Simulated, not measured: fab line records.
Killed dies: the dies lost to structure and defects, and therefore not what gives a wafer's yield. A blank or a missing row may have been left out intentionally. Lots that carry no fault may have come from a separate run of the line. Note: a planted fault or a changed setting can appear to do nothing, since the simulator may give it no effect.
A lot that was struck, set against a sound lot | flow n5Finfet | 27 out of 1938 route steps
Sound: these wafers, L671.2, L671.3, L671.4. The struck wafers were L664.1, L664.3, L664.4. At the end, the cause is stated.
For every step that has rows: the tool of each side, followed by ch and its chambers, followed by its first start. Under that, the readings that differ: sound wafers | struck wafers | difference of the means | sigmas: that difference in standard deviations of wafers without a fault.
alike: words and numbers the same on both sides, and readings whose means are apart by under 2 such deviations; not compared: readings that were withheld, readings missing a value for some wafer, numbers with overlapping values and no deviation given by the record, and bounds like >300 which may hide the same value.
A row with sigmas, a row that says differs or no value, or rows on one side alone: a step with any of these is where the two part. When numbers do not overlap yet have no deviation, they are printed without sigmas and do not part them. A reading missing from all wafers of one side parts the sides only when that side holds two or more wafers.

first, 9 steps without rows for these wafers: N5_SD_EPI_P_PEB_07 (peb time 60 s); N5_SD_EPI_P_DEVELOP_08 (develop time 30 s); N5_SD_EPI_P_DESCUM_14 (chemistry O2, time 7.9 s); N5_SD_EPI_P_ETCH_36 (etches SiARC in CF4, target depth 45.5 nm, time 75.8 s); N5_SD_EPI_P_ETCH_37 (etches SOC in N2/H2, overetch 108 nm, time 486 s); N5_SD_EPI_P_STRIP_38 (strips in N2/H2); N5_SD_EPI_P_ETCHBACK_46 (etches SiNx in CH3F/O2, stops on SiO2, target depth 17.5 nm); N5_SD_EPI_P_ETCH_47 (etches SiOCN in CH3F/O2, target depth 25 nm); N5_SD_EPI_P_ETCH_16 (etches SiO2 in CHF3/O2, target depth 5 nm).
N5_SD_EPI_P_STRIP_50: strips in CHF3/O2.
  sound on rieDiel-06 ch 0,2,3, day 8 08:44; struck on rieDiel-06 ch 0,1,2, day 6 13:14
reading                                    | sound | struck         | difference | sigmas
model.SiARC_of_SD_EPI_P_COAT_35.thkNm (nm) | 0 0 0 | 12.6 11.6 12.4 | +12.2      | 
N5_SD_EPI_P_SD_RECESS_17: chemistry HBr/Cl2/O2, target depth 39.1 nm, bt time 3 s.
  sound on rieSi-03 ch 0,2,3, day 8 08:46; struck on rieSi-05 ch 0,1,3, day 6 13:16
reading                                    | sound       | struck   | difference | sigmas
rfHoursCounterH (h)                        | 137 179 168 | 110 18 4 | -117       | 
model.SiARC_of_SD_EPI_P_COAT_35.thkNm (nm) | 0 0 0       | 9 8 8.8  | +9         | 
  alike: drypumpMotorCurrentA, oesProductAu, throttleValvePct
then, 13 steps without rows for these wafers: N5_SD_EPI_P_WET_ETCH_45 (etches SiO2 in dHF, time 10.7 s, target depth 2 nm, rinse time 30 s); N5_SD_EPI_P_STRIP_40 (strips in N2/H2); N5_SD_EPI_P_PRECLEAN_52 (cleans in O3/DIW, time 60 s); N5_SD_EPI_P_SRD_20 (time 30 s); N5_SD_EPI_P_PRECLEAN_51 (cleans in NF3:NH3, afs cycles 1, time 20 s, sublimation time 60 s); N5_SD_EPI_P_VAPOR_ETCH_44 (etches SiGe30 in NF3/Ar, time 3.3 s); N5_SD_EPI_P_EPI_21 (deposits SiGe:B, time 355 s); N5_SD_EPI_P_HM_STRIP_48 (strips SiNx in H3PO4, material SiNx, target depth 3 nm); N5_SD_EPI_P_SRD_49 (time 30 s); N5_SD_EPI_P_PRECLEAN_24 (cleans in O3/DIW, time 45 s); N5_SD_EPI_P_PRECLEAN_32 (cleans in dHF, time 10 s); N5_SD_EPI_P_PRECLEAN_33 (cleans in SC2, time 45 s); N5_SD_EPI_P_SRD_25 (time 30 s).
N5_SD_EPI_P_INSPECT_26: inspects for defects (darkfield).
  struck on defectInspect-01, day 6 17:08; sound on defectInspect-01, day 8 12:40
reading        | sound       | struck         | difference | sigmas
rawDefectCount | 227 160 243 | 1425 1332 1439 | +1189      | +30
N5_BEOL_M4_RC_MEAS_101:
  the record has rows for the sound wafers here (prober-01 ch 0, day 13 05:08) and none for the struck ones
-- here the record skips 8 days between the struck wafers' starts before and after, leaving off in module BEOL_M4 and picking up in module PASSIVATION (first step shown: number 1936 of the route) --
N5_PASSIVATION_PROBE_49:
  struck on prober-01, day 15 01:23; sound on prober-01, day 17 13:19
reading          | sound    | struck         | difference | sigmas
killedAtFrontEnd | 42 44 29 | 1128 1122 1130 | +1088      | +78
killedDies       | 90 93 78 | 1180 1180 1180 | +1093      | +64
killedOnRim      | 12 9 6   | 152 152 152    | +143       | +36
  alike: killed_at_M0_to_M3, killed_at_M4_up, killedAtContacts, killedAtOther, killedOpen, killedShort

WHERE THEY PART
Earliest at N5_SD_EPI_P_INSPECT_26; latest, in this record, at N5_PASSIVATION_PROBE_49.

WHY: the cause the simulator had injected
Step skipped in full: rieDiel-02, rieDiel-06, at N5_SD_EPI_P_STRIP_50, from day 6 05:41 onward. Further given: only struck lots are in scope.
